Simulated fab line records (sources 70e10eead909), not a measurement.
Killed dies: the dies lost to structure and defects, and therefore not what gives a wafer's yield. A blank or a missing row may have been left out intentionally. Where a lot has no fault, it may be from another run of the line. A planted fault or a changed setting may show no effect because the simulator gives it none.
Which of the tools did it?    flow nand_harc    Sampling: 6 lots, 18 wafers, 5 of 1302 route steps

== WHAT EACH GAUGE READ, for each wafer ==
NHARC_END_SORT_01.
lot    measured    on    defect_limited_yield (%)

== WHICH TOOL RAN EACH LOT (tool, then ch and the chambers of the sampled wafers, then the start) ==
lot   NHARC_A_M0_DESCUM_14                NHARC_A_M0_PRE_CLEAN_29                  NHARC_A_M0_PVD_20             NHARC_A_M0_ANNEAL_30
L687  rie_diel-02 ch 1,3, day 23 03:45    pvd_sputter-03, day 23 04:48 or earlier  pvd_sputter-03, day 23 04:48  rtp_anneal-02 ch 0, day 23 05:28
L690  rie_diel-10 ch 1,2,3, day 23 22:20  pvd_sputter-03, day 23 23:21 or earlier  pvd_sputter-03, day 23 23:21  rtp_anneal-02 ch 0, day 23 23:59
L696  rie_diel-04 ch 1,2, day 27 21:32    pvd_sputter-01, day 27 22:35 or earlier  pvd_sputter-01, day 27 22:35  rtp_anneal-01 ch 0, day 27 23:28
L700  rie_diel-04 ch 1,2,3, day 28 17:59  pvd_sputter-01, day 28 19:03 or earlier  pvd_sputter-01, day 28 19:03  rtp_anneal-01 ch 0, day 28 19:44
L702  rie_diel-02 ch 0,1,2, day 30 06:56  pvd_sputter-02, day 30 07:59 or earlier  pvd_sputter-02, day 30 07:59  rtp_anneal-02 ch 0, day 30 08:36
L708  rie_diel-10 ch 0,1,3, day 32 03:09  pvd_sputter-02, day 32 04:14 or earlier  pvd_sputter-02, day 32 04:14  rtp_anneal-01 ch 0, day 32 04:52
- NHARC_A_M0_DESCUM_14: chemistry O2, time 3 s.
- NHARC_A_M0_PRE_CLEAN_29: time 30 s.
- NHARC_A_M0_PVD_20: deposits TaN, target thk 5 nm, time 8.06 s.
- NHARC_A_M0_ANNEAL_30: time 90 s.

== THE ANSWER, worked out from the rows above alone ==
Rule: usual is defined by the lots themselves. The widest of any qualifying gaps counts: lots, ordered by their means at a reading, are off when they make up no more than a third of the lots, leave a main group of 4 or more, and stand apart from it by 3 or more times the standard deviation of that group's means. A main group whose means are all the same, to the digits that the tables above print for the reading, isn't used. Also off: a lot with no number at a reading for which 4 or more lots have one. The other lots that the step has rows for count as sound.
Across all readings shown, no lot is off: no conclusion can be drawn from this.

== WHAT WAS PUT IN BY THE SIMULATOR ==
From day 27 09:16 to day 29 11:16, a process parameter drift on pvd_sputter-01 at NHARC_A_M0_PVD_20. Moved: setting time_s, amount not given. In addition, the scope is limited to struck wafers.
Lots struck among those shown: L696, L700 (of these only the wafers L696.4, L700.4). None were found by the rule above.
